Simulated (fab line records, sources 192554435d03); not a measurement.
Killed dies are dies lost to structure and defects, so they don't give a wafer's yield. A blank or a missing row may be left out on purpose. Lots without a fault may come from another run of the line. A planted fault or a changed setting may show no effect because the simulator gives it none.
Chamber matching | flow n5_finfet | N5_BEOL_M8_PECVD_70 on pecvd-01: 3 sister chambers
The step deposits SiO2 from TEOS/O2, target thk 20 nm, time 22.7 s. 6 wafers are shown with their chamber, then 11 later ones without.

WAFERS WITH THEIR CHAMBER
wafer  | chamber | throttle_valve_pct (%) | heater_power_w (W)
L083.4 | 2       | 20.5                   | 690
L083.6 | 1       | 23.6                   | 859
L087.1 | 2       | 21.0                   | 747
L087.4 | 1       | 23.9                   | 904
L087.5 | 0       | 21.9                   | 727
L089.3 | 0       | 21.8                   | 691

WAFERS WITHOUT THEIR CHAMBER
wafer  | throttle_valve_pct (%) | heater_power_w (W)
L089.4 | 22.0                   | 678
L089.6 | 21.2                   | 758
L093.2 | 22.2                   | 680
L093.4 | 21.7                   | 696
L093.5 | 20.7                   | 680
L096.2 | 21.2                   | 749
L096.4 | 23.7                   | 873
L096.6 | 21.1                   | 739
L097.2 | 21.9                   | 681
L097.3 | 21.2                   | 621
L097.5 | 21.8                   | 710

WHICH CHAMBER EACH WENT THROUGH
wafer  | from the rows above     | in truth
L089.4 | 0                       | 0
L089.6 | can't be placed: 2 or 0 | 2
L093.2 | 0                       | 0
L093.4 | 0                       | 0
L093.5 | 2                       | 2
L096.2 | can't be placed: 2 or 0 | 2
L096.4 | 1                       | 1
L096.6 | can't be placed: 2 or 0 | 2
L097.2 | 0                       | 0
L097.3 | can't be placed: 2 or 0 | 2
L097.5 | 0                       | 0
Placed correctly: 7 of 11. Can't be placed from these rows: 4 (the true chamber is among the candidates in 4). Placed wrongly: 0.
How it was worked out, from the rows above alone: a wafer's distance from a chamber is the root of the sum, over the readings, of the square of ((its reading less the chamber's mean) divided by the reading's scatter). The wafer belongs to the nearest chamber; if the next one is less than 2 further off, it can't be placed. A chamber's mean is the mean of its shown wafers. The scatter: the root of (the sum of the squares of (reading less its chamber's mean) over the shown wafers, divided by (wafers less chambers)).
